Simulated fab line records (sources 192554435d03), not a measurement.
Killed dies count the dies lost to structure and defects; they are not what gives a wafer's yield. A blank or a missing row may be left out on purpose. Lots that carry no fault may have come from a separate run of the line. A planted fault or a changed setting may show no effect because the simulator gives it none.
Chamber matching || flow n5 finfet || N5_BEOL_M7_DESCUM_16 on rie diel-05: 4 sister chambers
The step chemistry O2, time 7.9 s. 22 wafers are shown with their chamber, then 11 later ones without.

## WAFERS, EACH WITH ITS CHAMBER
{"wafer": "L076.3", "chamber": 1, "showerhead plenum p Torr (Torr)": 1.97, "drypump motor current A (A)": 5.8, "throttle valve pct (%)": 20.62}
{"wafer": "L076.4", "chamber": 3, "showerhead plenum p Torr (Torr)": 2.08, "drypump motor current A (A)": 5.2, "throttle valve pct (%)": 20.46}
{"wafer": "L076.5", "chamber": 0, "showerhead plenum p Torr (Torr)": 2.13, "drypump motor current A (A)": 6.0, "throttle valve pct (%)": 19.94}
{"wafer": "L078.3", "chamber": 2, "showerhead plenum p Torr (Torr)": 2.07, "drypump motor current A (A)": 6.7, "throttle valve pct (%)": 20.46}
{"wafer": "L078.4", "chamber": 3, "showerhead plenum p Torr (Torr)": 2.08, "drypump motor current A (A)": 5.2, "throttle valve pct (%)": 20.45}
{"wafer": "L078.6", "chamber": 1, "showerhead plenum p Torr (Torr)": 1.97, "drypump motor current A (A)": 5.8, "throttle valve pct (%)": 20.61}
{"wafer": "L079.1", "chamber": 3, "showerhead plenum p Torr (Torr)": 2.08, "drypump motor current A (A)": 5.2, "throttle valve pct (%)": 20.47}
{"wafer": "L079.3", "chamber": 1, "showerhead plenum p Torr (Torr)": 1.97, "drypump motor current A (A)": 5.7, "throttle valve pct (%)": 20.63}
{"wafer": "L079.4", "chamber": 2, "showerhead plenum p Torr (Torr)": 2.07, "drypump motor current A (A)": 6.7, "throttle valve pct (%)": 20.44}
{"wafer": "L082.1", "chamber": 0, "showerhead plenum p Torr (Torr)": 2.13, "drypump motor current A (A)": 5.9, "throttle valve pct (%)": 19.97}
{"wafer": "L082.2", "chamber": 3, "showerhead plenum p Torr (Torr)": 2.07, "drypump motor current A (A)": 5.2, "throttle valve pct (%)": 20.49}
{"wafer": "L082.4", "chamber": 3, "showerhead plenum p Torr (Torr)": 2.07, "drypump motor current A (A)": 5.2, "throttle valve pct (%)": 20.49}
{"wafer": "L083.1", "chamber": 0, "showerhead plenum p Torr (Torr)": 2.13, "drypump motor current A (A)": 6.0, "throttle valve pct (%)": 19.96}
{"wafer": "L083.4", "chamber": 1, "showerhead plenum p Torr (Torr)": 1.97, "drypump motor current A (A)": 5.7, "throttle valve pct (%)": 20.63}
{"wafer": "L083.5", "chamber": 3, "showerhead plenum p Torr (Torr)": 2.07, "drypump motor current A (A)": 5.2, "throttle valve pct (%)": 20.46}
{"wafer": "L080.3", "chamber": 3, "showerhead plenum p Torr (Torr)": 2.07, "drypump motor current A (A)": 5.2, "throttle valve pct (%)": 20.47}
{"wafer": "L080.4", "chamber": 1, "showerhead plenum p Torr (Torr)": 1.97, "drypump motor current A (A)": 5.7, "throttle valve pct (%)": 20.65}
{"wafer": "L080.5", "chamber": 0, "showerhead plenum p Torr (Torr)": 2.13, "drypump motor current A (A)": 6.0, "throttle valve pct (%)": 19.97}
{"wafer": "L084.4", "chamber": 3, "showerhead plenum p Torr (Torr)": 2.07, "drypump motor current A (A)": 5.2, "throttle valve pct (%)": 20.48}
{"wafer": "L084.5", "chamber": 3, "showerhead plenum p Torr (Torr)": 2.07, "drypump motor current A (A)": 5.2, "throttle valve pct (%)": 20.49}
{"wafer": "L084.6", "chamber": 2, "showerhead plenum p Torr (Torr)": 2.07, "drypump motor current A (A)": 6.7, "throttle valve pct (%)": 20.10}
{"wafer": "L086.2", "chamber": 0, "showerhead plenum p Torr (Torr)": 2.13, "drypump motor current A (A)": 6.0, "throttle valve pct (%)": 19.99}

SIGNATURES (means of the wafers above)
{"reading": "showerhead plenum p Torr", "chamber 0": 2.1300, "chamber 1": 1.9700, "chamber 2": 2.0700, "chamber 3": 2.0733, "scatter within a chamber": 0.00333}
{"reading": "drypump motor current A", "chamber 0": 5.980, "chamber 1": 5.740, "chamber 2": 6.700, "chamber 3": 5.200, "scatter within a chamber": 0.0333}
{"reading": "throttle valve pct", "chamber 0": 19.9660, "chamber 1": 20.6280, "chamber 2": 20.3333, "chamber 3": 20.4733, "scatter within a chamber": 0.0691}
Rule: a wafer's distance from a chamber is the root of the sum, over the readings, of the square of ((its reading less the chamber's mean) divided by the reading's scatter). If the next closest chamber is less than 2 further off than the closest, the wafer can't be placed; otherwise it belongs to the closest. How the scatter is found: for the shown wafers, subtract from each reading the mean of its chamber, square and add these, divide the total by (wafers less chambers), then take the root.

## WAFERS WITHOUT THEIR CHAMBER
{"wafer": "L086.3", "showerhead plenum p Torr (Torr)": 2.07, "drypump motor current A (A)": 6.7, "throttle valve pct (%)": 20.11}
{"wafer": "L086.4", "showerhead plenum p Torr (Torr)": 1.97, "drypump motor current A (A)": 5.8, "throttle valve pct (%)": 20.64}
{"wafer": "L090.1", "showerhead plenum p Torr (Torr)": 2.13, "drypump motor current A (A)": 5.9, "throttle valve pct (%)": 19.98}
{"wafer": "L090.2", "showerhead plenum p Torr (Torr)": 1.97, "drypump motor current A (A)": 5.7, "throttle valve pct (%)": 20.66}
{"wafer": "L090.4", "showerhead plenum p Torr (Torr)": 2.07, "drypump motor current A (A)": 6.7, "throttle valve pct (%)": 20.13}
{"wafer": "L092.1", "showerhead plenum p Torr (Torr)": 2.06, "drypump motor current A (A)": 5.2, "throttle valve pct (%)": 20.52}
{"wafer": "L092.2", "showerhead plenum p Torr (Torr)": 2.06, "drypump motor current A (A)": 6.7, "throttle valve pct (%)": 20.14}
{"wafer": "L092.3", "showerhead plenum p Torr (Torr)": 2.12, "drypump motor current A (A)": 6.0, "throttle valve pct (%)": 20.00}
{"wafer": "L094.2", "showerhead plenum p Torr (Torr)": 2.06, "drypump motor current A (A)": 5.2, "throttle valve pct (%)": 20.53}
{"wafer": "L094.3", "showerhead plenum p Torr (Torr)": 2.12, "drypump motor current A (A)": 5.9, "throttle valve pct (%)": 20.02}
{"wafer": "L094.4", "showerhead plenum p Torr (Torr)": 2.06, "drypump motor current A (A)": 6.8, "throttle valve pct (%)": 20.13}

## THE CHAMBER EACH PASSED THROUGH
{"wafer": "L086.3", "from the rows above": 2, "in truth": 2}
{"wafer": "L086.4", "from the rows above": 1, "in truth": 1}
{"wafer": "L090.1", "from the rows above": 0, "in truth": 0}
{"wafer": "L090.2", "from the rows above": 1, "in truth": 1}
{"wafer": "L090.4", "from the rows above": 2, "in truth": 2}
{"wafer": "L092.1", "from the rows above": 3, "in truth": 3}
{"wafer": "L092.2", "from the rows above": 2, "in truth": 2}
{"wafer": "L092.3", "from the rows above": 0, "in truth": 0}
{"wafer": "L094.2", "from the rows above": 3, "in truth": 3}
{"wafer": "L094.3", "from the rows above": 0, "in truth": 0}
{"wafer": "L094.4", "from the rows above": 2, "in truth": 2}
11 of 11 placed correctly. From these rows, 0 cannot be placed. Placed wrongly: 0.
